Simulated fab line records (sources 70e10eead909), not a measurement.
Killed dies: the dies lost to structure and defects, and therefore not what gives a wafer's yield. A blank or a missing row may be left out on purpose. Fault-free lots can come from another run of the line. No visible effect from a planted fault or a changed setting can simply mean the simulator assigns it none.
fab line records | flow nand-harc
record: lots: 12 | wafers: 35 | last-day: 34
route steps=1302 shown P_GATE@156
lots that met no fault: taken from a fault-free run of the same line
start-h: hours from the record's opening day to when the first of the lot's shown wafers began | wait-h: hours since the lot's step before | " identical to the entry in the row above | L1.1+2: a single row standing in for several wafers | - no value, or no start was given | * or withheld: withheld | < > ~ a bound
route shown NAME@n: a module of which the file shows steps, and the number in the route of the first | usual: mean/standard deviation taken from wafers without a fault | same: alike in all rows | chamber/n: place in a boat | sites: per-site readings | _std_site: how widely they spread, as a standard deviation | _edge_site: inner sites' mean taken away from outer sites' mean | radius-mm: how far each site lies from the wafer's centre | mask NAME#n: copy n | behind: the tool/chamber that last shaped the wafer | hold: the reason the lot was held/the length of the hold in hours/how it ended | device: names the non-switching transistor (n, p or np) | end of line: tests run on the same wafers once the route is complete | a step without rows: its recipe alone | killed: dies that structure and defects cost at the first sort, which is not the same as the wafer's yield | map: per-die view of a wafer (x killed, . not killed, _ where there is no die)
set.NAME: the setting that was run; set.NAME@STEP: the one run at that earlier step | model.NAME: the simulator's own value behind a step, which no gauge read
one table for each step of the route and one row for each wafer, over a sample of lots
services: the hour from which a tool's chamber was out of use, counted from the record's first day as start-h (under 0 if before that day), plus the number of hours and why
== steps ==
step: NHARC_P_GATE_ETCHBACK_37
recipe: target-depth-a: 345 | time-s: 17.2 | chf3-flow-sccm: 50 | o2-flow-sccm: 10 | ar-flow-sccm: 200 | rf-w: 500 | bias-w: 200 | chemistry: CHF3/O2
usual: drypump-motor-current-A: 5.7/0.37 | o2-flow-sccm: 9.998/0.029 | oes-product-au: 0.95/0.034 | rf-vpp-V: 371.0/2.3 | showerhead-plenum-p-Torr: 2.42/0.098 | throttle-valve-pct: 20.571/0.0094
lot.wafer | tool        | chamber | start-h | wait-h | drypump-motor-current-A | o2-flow-sccm | oes-product-au | rf-hours-counter-h | rf-vpp-V | showerhead-plenum-p-Torr | throttle-valve-pct
L166.2    | rie-diel-09 | 3       | -       | -      | 5.6                     | 10.016       | 0.92           | 10                 | 371.9    | 2.43                     | 20.572
L166.4    | "           | 1       | "       | "      | 6.0                     | 9.942        | 1.01           | 9                  | 369.1    | 2.39                     | 20.556
L166.5    | "           | 3       | "       | "      | 5.5                     | 9.991        | 0.93           | -                  | 371.5    | 2.43                     | 20.580
L169.1    | rie-diel-09 | 2       | -       | -      | 6.4                     | 9.993        | 0.94           | 10                 | 365.8    | 2.28                     | 20.567
L169.3    | "           | 1       | "       | "      | 6.0                     | 10.026       | 0.94           | 10                 | 369.2    | 2.38                     | 20.574
L169.5    | "           | 2       | "       | "      | 6.4                     | 9.983        | 0.94           | -                  | 368.3    | 2.28                     | 20.594
L170.4    | rie-diel-01 | 2       | -       | -      | 6.0                     | 9.999        | 0.92           | 9                  | 373.8    | 2.52                     | 20.570
L170.6    | "           | 3       | "       | "      | 6.2                     | 10.021       | 0.91           | -                  | 371.8    | 2.47                     | 20.573
L170.5    | "           | 0       | "       | "      | 5.2                     | 10.039       | 0.92           | -                  | 368.7    | 2.35                     | 20.572
L171.2    | rie-diel-01 | 3       | -       | -      | 6.2                     | 9.962        | 0.92           | 10                 | 372.3    | 2.47                     | 20.587
L171.4    | "           | 1       | "       | "      | 5.3                     | 9.952        | 0.93           | 7                  | 370.0    | 2.31                     | 20.561
L171.5    | "           | 3       | "       | "      | 6.2                     | 9.952        | 0.90           | -                  | 373.2    | 2.47                     | 20.572
L172.2    | rie-diel-09 | 0       | -       | -      | 5.6                     | 9.988        | 0.91           | 1                  | 372.8    | 2.57                     | 20.565
L172.4    | "           | 1       | "       | "      | 6.0                     | 10.017       | 0.94           | 1                  | 371.5    | 2.38                     | 20.568
L172.5    | "           | 0       | "       | "      | 5.6                     | 9.985        | 0.92           | -                  | 373.8    | 2.57                     | 20.565
L173.4    | rie-diel-01 | 1       | -       | -      | 5.4                     | 9.945        | 0.98           | 8                  | 368.0    | 2.31                     | 20.572
L173.3    | "           | 3       | "       | "      | 6.3                     | 10.021       | 0.95           | 11                 | 371.0    | 2.47                     | 20.561
L173.1    | "           | 0       | "       | "      | 5.2                     | 9.999        | 0.96           | 11                 | 369.2    | 2.35                     | 20.582
L174.4    | rie-diel-01 | 0       | -       | -      | 5.2                     | 10.001       | 0.99           | 11                 | 369.2    | 2.35                     | 20.553
L174.3    | "           | 2       | "       | "      | 6.0                     | 10.043       | 1.01           | 12                 | 371.7    | 2.52                     | 20.573
L174.2    | "           | 3       | "       | "      | 6.3                     | 9.995        | 0.98           | 11                 | 370.7    | 2.47                     | 20.557
L176.2    | rie-diel-10 | 1       | -       | -      | 5.5                     | 9.983        | 0.93           | 9                  | 372.0    | 2.52                     | 20.579
L176.1    | "           | 2       | "       | "      | 5.4                     | 9.987        | 0.92           | 8                  | 369.3    | 2.38                     | 20.569
L176.6    | "           | 3       | "       | "      | 5.6                     | 9.960        | 0.93           | -                  | 367.2    | 2.28                     | 20.577
L177.3    | rie-diel-10 | 2       | -       | -      | 5.4                     | 10.005       | 0.98           | 8                  | 370.3    | 2.38                     | 20.563
L177.6    | "           | 1       | "       | "      | 5.5                     | 10.034       | 0.99           | -                  | 372.4    | 2.52                     | 20.557
L177.5    | "           | 2       | "       | "      | 5.4                     | 10.057       | 0.98           | -                  | 370.0    | 2.38                     | 20.583
L186.6    | rie-diel-09 | 3       | -       | -      | 5.6                     | 9.980        | 0.93           | -                  | 373.1    | 2.42                     | 20.567
L186.5    | "           | 0       | "       | "      | 5.6                     | 10.046       | 0.93           | -                  | 373.1    | 2.57                     | 20.567
L187.4    | rie-diel-01 | 2       | -       | -      | 6.0                     | 9.969        | 0.92           | 7                  | 372.9    | 2.52                     | 20.569
L187.2    | "           | 0       | "       | "      | 5.2                     | 10.021       | 0.93           | 7                  | 368.7    | 2.35                     | 20.574
L187.5    | "           | 1       | "       | "      | 5.3                     | 10.029       | 0.93           | -                  | 368.6    | 2.31                     | 20.569
L188.2    | rie-diel-10 | 1       | -       | -      | 5.5                     | 10.019       | 1.03           | 7                  | 375.1    | 2.52                     | 20.575
L188.1    | "           | 2       | "       | "      | 5.4                     | 10.017       | 1.00           | 6                  | 370.3    | 2.38                     | 20.564
L188.5    | "           | 0       | "       | "      | 6.0                     | 9.990        | 1.00           | -                  | 372.5    | 2.53                     | 20.567
step: NHARC_P_GATE_CD_MEAS_59
recipe: target-cd-nm: 720 | landing-energy-ev: 500
usual: cd-nm: 719.7/2.1
lot.wafer | tool      | chamber | start-h | wait-h | cd-nm
L166.2    | cd-sem-03 | 0       | 123.41  | -      | 718.9
L166.4    | "         | 0       | "       | "      | 717.0
L166.5    | "         | 0       | "       | "      | 718.0
L169.1    | cd-sem-01 | 0       | 144.22  | -      | 723.9
L169.3    | "         | 0       | "       | "      | 719.1
L169.5    | "         | 0       | "       | "      | 721.6
L170.4    | cd-sem-02 | 0       | 158.88  | -      | 717.9
L170.5    | "         | 0       | "       | "      | 720.5
L170.6    | "         | 0       | "       | "      | 719.4
L171.2    | cd-sem-02 | 0       | 173.97  | -      | 718.9
L171.4    | "         | 0       | "       | "      | 719.4
L171.5    | "         | 0       | "       | "      | 721.6
L172.2    | cd-sem-03 | 0       | 180.09  | -      | 717.9
L172.4    | "         | 0       | "       | "      | 718.0
L172.5    | "         | 0       | "       | "      | 717.7
L173.1    | cd-sem-02 | 0       | 192.98  | -      | 716.4
L173.3    | "         | 0       | "       | "      | 716.8
L173.4    | "         | 0       | "       | "      | 716.3
L174.2    | cd-sem-03 | 0       | 205.00  | -      | 719.9
L174.3    | "         | 0       | "       | "      | 718.5
L174.4    | "         | 0       | "       | "      | 721.0
L176.1    | cd-sem-01 | 0       | 218.23  | -      | 719.8
L176.2    | "         | 0       | "       | "      | 722.0
L176.6    | "         | 0       | "       | "      | 717.0
L177.3    | cd-sem-02 | 0       | 232.21  | -      | 722.6
L177.5    | "         | 0       | "       | "      | 720.0
L177.6    | "         | 0       | "       | "      | 722.9
L186.5    | cd-sem-01 | 0       | 319.31  | -      | 718.8
L186.6    | "         | 0       | "       | "      | 719.9
L187.2    | cd-sem-01 | 0       | 329.72  | -      | 721.2
L187.4    | "         | 0       | "       | "      | 723.5
L187.5    | "         | 0       | "       | "      | 720.0
L188.1    | cd-sem-02 | 0       | 342.53  | -      | 718.8
L188.2    | "         | 0       | "       | "      | 717.8
L188.5    | "         | 0       | "       | "      | 723.6
step: NHARC_P_GATE_STRIP_112
recipe: power-w: 1500 | temp-c: 110 | time-s: 200 | chemistry: N2/H2
usual: drypump-motor-current-A: 5.1/0.47 | heater-power-w: 84/7.8
lot.wafer | tool            | chamber | start-h | wait-h | drypump-motor-current-A | heater-power-w | rf-hours-counter-h
L166.2    | plasma-asher-01 | 0       | 123.94  | 0.2    | 5.7                     | 69             | 27
L166.4    | "               | 1       | "       | "      | 5.9                     | 92             | -
L166.5    | "               | 1       | "       | "      | 5.9                     | 93             | -
L169.1    | plasma-asher-01 | 0       | 144.81  | 0.2    | 5.7                     | 71             | 32
L169.3    | "               | 0       | "       | "      | 5.7                     | 73             | -
L169.5    | "               | 0       | "       | "      | 5.8                     | 71             | -
L170.4    | plasma-asher-02 | 1       | 159.53  | 0.2    | 4.7                     | 92             | -
L170.5    | "               | 0       | "       | "      | 4.9                     | 80             | -
L170.6    | "               | 1       | "       | "      | 4.7                     | 91             | -
L171.2    | plasma-asher-02 | 0       | 174.50  | 0.2    | 4.9                     | 81             | 18
L171.4    | "               | 1       | "       | "      | 4.7                     | 91             | -
L171.5    | "               | 0       | "       | "      | 4.9                     | 79             | -
L172.2    | plasma-asher-01 | 0       | 180.66  | 0.2    | 5.8                     | 72             | 2
L172.4    | "               | 0       | "       | "      | 5.8                     | 71             | -
L172.5    | "               | 0       | "       | "      | 5.7                     | 74             | -
L173.1    | plasma-asher-02 | 1       | 193.55  | 0.2    | 4.7                     | 91             | 23
L173.4    | "               | 0       | "       | "      | 4.9                     | 78             | -
L173.3    | "               | 1       | "       | "      | 4.8                     | 90             | -
L174.2    | plasma-asher-02 | 1       | 205.52  | 0.2    | 4.7                     | 90             | 25
L174.3    | "               | 1       | "       | "      | 4.7                     | 89             | -
L174.4    | "               | 0       | "       | "      | 4.9                     | 81             | -
L176.2    | plasma-asher-02 | 1       | 218.76  | 0.2    | 4.7                     | 91             | 28
L176.1    | "               | 0       | "       | "      | 4.9                     | 78             | 28
L176.6    | "               | 1       | "       | "      | 4.7                     | 92             | -
L177.3    | plasma-asher-02 | 1       | 232.82  | 0.2    | 4.7                     | 90             | -
L177.6    | "               | 1       | "       | "      | 4.7                     | 91             | -
L177.5    | "               | 0       | "       | "      | 4.9                     | 79             | -
L186.5    | plasma-asher-01 | 1       | 320.00  | 0.2    | 5.9                     | 87             | -
L186.6    | "               | 0       | "       | "      | 5.8                     | 71             | -
L187.2    | plasma-asher-02 | 0       | 330.27  | 0.2    | 4.9                     | 80             | 13
L187.4    | "               | 1       | "       | "      | 4.7                     | 94             | -
L187.5    | "               | 0       | "       | "      | 4.9                     | 77             | -
L188.2    | plasma-asher-02 | 1       | 343.05  | 0.2    | 4.7                     | 94             | 15
L188.1    | "               | 0       | "       | "      | 4.9                     | 81             | 15
L188.5    | "               | 0       | "       | "      | 4.9                     | 79             | -
step: NHARC_P_GATE_EXPOSE_88
recipe: na: 0.6 | target-cd-nm: 2000 | dose-mj: 11.87 | mask-id: P_HVN
lot.wafer  | tool           | chamber | start-h | wait-h | mask
L166.2+4+5 | krf-scanner-02 | 0       | 124.96  | -      | P_HVN#0
L169.1+3+5 | krf-scanner-03 | 0       | 145.79  | -      | P_HVN#0
L170.4+5+6 | krf-scanner-01 | 0       | 160.45  | -      | P_HVN#0
L171.2+4+5 | krf-scanner-03 | 0       | 175.54  | -      | P_HVN#0
L172.2+4+5 | krf-scanner-02 | 0       | 181.65  | -      | P_HVN#0
L173.1+3+4 | krf-scanner-02 | 0       | 194.43  | -      | P_HVN#0
L174.2+3+4 | krf-scanner-01 | 0       | 206.55  | -      | P_HVN#0
L176.1+2+6 | krf-scanner-01 | 0       | 219.79  | -      | P_HVN#0
L177.3+5+6 | krf-scanner-01 | 0       | 233.65  | -      | P_HVN#0
L186.5+6   | krf-scanner-01 | 0       | 320.74  | -      | P_HVN#0
L187.2+4+5 | krf-scanner-03 | 0       | 331.30  | -      | P_HVN#0
L188.1+2+5 | krf-scanner-03 | 0       | 343.95  | -      | P_HVN#0
step: NHARC_P_GATE_CD_MEAS_91
recipe: target-cd-nm: 2000 | landing-energy-ev: 500
usual: cd-nm: 2000.4/1.6
lot.wafer | tool      | chamber | start-h | wait-h | cd-nm
L166.2    | cd-sem-01 | 0       | 125.12  | -      | 1999.8
L166.4    | "         | 0       | "       | "      | 2000.3
L166.5    | "         | 0       | "       | "      | 2000.9
L169.1    | cd-sem-02 | 0       | 145.95  | -      | 2002.3
L169.3    | "         | 0       | "       | "      | 1998.3
L169.5    | "         | 0       | "       | "      | 2000.2
L170.4    | cd-sem-01 | 0       | 160.60  | -      | 1998.9
L170.5    | "         | 0       | "       | "      | 1999.9
L170.6    | "         | 0       | "       | "      | 2000.5
L171.2    | cd-sem-03 | 0       | 175.69  | -      | 2000.4
L171.4    | "         | 0       | "       | "      | 2000.3
L171.5    | "         | 0       | "       | "      | 2003.4
L172.2    | cd-sem-02 | 0       | 181.80  | -      | 2002.8
L172.4    | "         | 0       | "       | "      | 1998.0
L172.5    | "         | 0       | "       | "      | 2001.0
L173.1    | cd-sem-03 | 0       | 194.58  | -      | 2003.1
L173.3    | "         | 0       | "       | "      | 2001.9
L173.4    | "         | 0       | "       | "      | 2002.0
L174.2    | cd-sem-01 | 0       | 206.71  | -      | 2002.7
L174.3    | "         | 0       | "       | "      | 2001.4
L174.4    | "         | 0       | "       | "      | 2003.0
L176.1    | cd-sem-02 | 0       | 219.94  | -      | 2000.8
L176.2    | "         | 0       | "       | "      | 2001.2
L176.6    | "         | 0       | "       | "      | 1999.2
L177.3    | cd-sem-02 | 0       | 233.80  | -      | 2000.4
L177.5    | "         | 0       | "       | "      | 2002.6
L177.6    | "         | 0       | "       | "      | 2001.9
L186.5    | cd-sem-01 | 0       | 320.89  | -      | 2000.7
L186.6    | "         | 0       | "       | "      | 2011.0
L187.2    | cd-sem-02 | 0       | 331.45  | -      | 1998.7
L187.4    | "         | 0       | "       | "      | 2001.7
L187.5    | "         | 0       | "       | "      | 1996.7
L188.1    | cd-sem-03 | 0       | 344.10  | -      | 1998.1
L188.2    | "         | 0       | "       | "      | 1997.3
L188.5    | "         | 0       | "       | "      | 1999.0
== services ==
tool            | chamber | start-h | hours | kind
rie-diel-09     | 2       | 97.91   | 3.2   | repair
krf-scanner-03  | -       | 118.23  | 0.6   | repair
krf-scanner-01  | -       | 140.00  | 4.0   | pm
rie-diel-09     | -       | 143.10  | 9.0   | pm
rie-diel-09     | -       | 156.95  | 0.8   | repair
krf-scanner-01  | -       | 160.52  | 5.3   | repair
plasma-asher-01 | -       | 165.09  | 9.0   | pm
plasma-asher-02 | -       | 167.04  | 3.4   | repair
rie-diel-01     | 3       | 181.54  | 1.6   | repair
krf-scanner-01  | -       | 195.07  | 0.2   | repair
rie-diel-01     | -       | 197.64  | 0.4   | repair
rie-diel-01     | -       | 203.84  | 9.0   | pm
plasma-asher-02 | -       | 206.32  | 0.9   | repair
rie-diel-09     | 1       | 208.63  | 1.5   | repair
krf-scanner-01  | -       | 223.07  | 0.2   | repair
krf-scanner-03  | -       | 224.00  | 4.0   | pm
rie-diel-01     | 1       | 241.90  | 36.7  | repair
plasma-asher-02 | -       | 249.06  | 9.0   | pm
krf-scanner-03  | -       | 259.65  | 0.7   | repair
rie-diel-09     | -       | 291.38  | 1.2   | repair
plasma-asher-01 | -       | 311.13  | 2.2   | repair
krf-scanner-01  | -       | 312.00  | 4.0   | pm
rie-diel-01     | 1       | 327.54  | 3.7   | repair
krf-scanner-01  | -       | 332.44  | 7.9   | repair
== key ==
first-sign: step: NHARC_P_GATE_CD_MEAS_91 | reading: cd-nm | direction: up | sigmas: 6.8 | usual: 2000.4 | struck: 2011.0
effect none on later readings
met-at NHARC_P_GATE_EXPOSE_88
struck-lots L186
struck-wafers L186.6
tester-left-out L186
not-acting-at NHARC_P_GATE_ETCHBACK_37,NHARC_P_GATE_CD_MEAS_59,NHARC_P_GATE_STRIP_112
onset-between 233.65 320.74
fault: kind: process-parameter-drift | tool: krf-scanner-01 | chamber: - | onset-h: 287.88 | steps: NHARC_P_GATE_EXPOSE_88 | channel: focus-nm | offset: 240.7 | shape: step | end-h: 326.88 | scope: struck-wafers-only
tester-left-out: of these lots the tester's yield and bins aren't shown, on N5 and GAA mostly nor the transistor test; their killed dies are dies lost to structure and defects alone, not to doping, threshold or leakage, so they don't give the yield
